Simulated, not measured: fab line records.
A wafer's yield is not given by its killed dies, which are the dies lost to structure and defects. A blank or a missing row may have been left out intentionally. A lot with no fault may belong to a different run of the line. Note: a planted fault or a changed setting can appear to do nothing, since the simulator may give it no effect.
Matching of chambers | flow nandHarc | NHARC_P_BONDPAD_CMP_32 on cmp-01: 4 sister chambers
The step polishes SiCN, target thk 200 nm. 8 wafers are shown with their chamber, then 7 later ones without.

== EACH WAFER AND ITS CHAMBER ==
wafer  | chamber | motorCurrentA (A)
L081.1 | 2       | 10.9
L081.3 | 1       | 10.5
L081.5 | 0       | 11.3
L082.1 | 3       | 13.1
L082.4 | 2       | 11.1
L082.5 | 1       | 10.6
L090.1 | 3       | 11.9
L090.2 | 0       | 11.5

== WAFERS WITHOUT THEIR CHAMBER ==
wafer  | motorCurrentA (A)
L090.6 | 11.3
L092.1 | 11.7
L092.4 | 12.1
L092.5 | 12.0
L094.2 | 10.2
L094.3 | 10.5
L094.5 | 10.9

== CHAMBER TAKEN BY EACH ==
wafer  | from the rows above               | in truth
L090.6 | can't be placed: 0 or 2 or 1      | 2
L092.1 | can't be placed: 0 or 2 or 3 or 1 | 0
L092.4 | can't be placed: 3 or 0 or 2      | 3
L092.5 | can't be placed: 3 or 0 or 2      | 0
L094.2 | can't be placed: 1 or 2 or 0      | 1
L094.3 | can't be placed: 1 or 2 or 0      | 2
L094.5 | can't be placed: 2 or 1 or 0      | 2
Placed correctly: 0 of 7. Unplaceable from these rows: 7, with the true chamber sitting among the candidates in 7. 0 placed wrongly.
How it was worked out, from the rows above alone: a wafer's distance from a chamber is the root of the sum, over the readings, of the square of ((its reading less the chamber's mean) divided by the reading's scatter). The wafer belongs to the nearest chamber; if the next one is less than 2 further off, it can't be placed. Each chamber's mean is taken over the wafers shown for it. How the scatter is found: for the shown wafers, subtract from each reading the mean of its chamber, square and add these, divide the total by (wafers less chambers), then take the root.
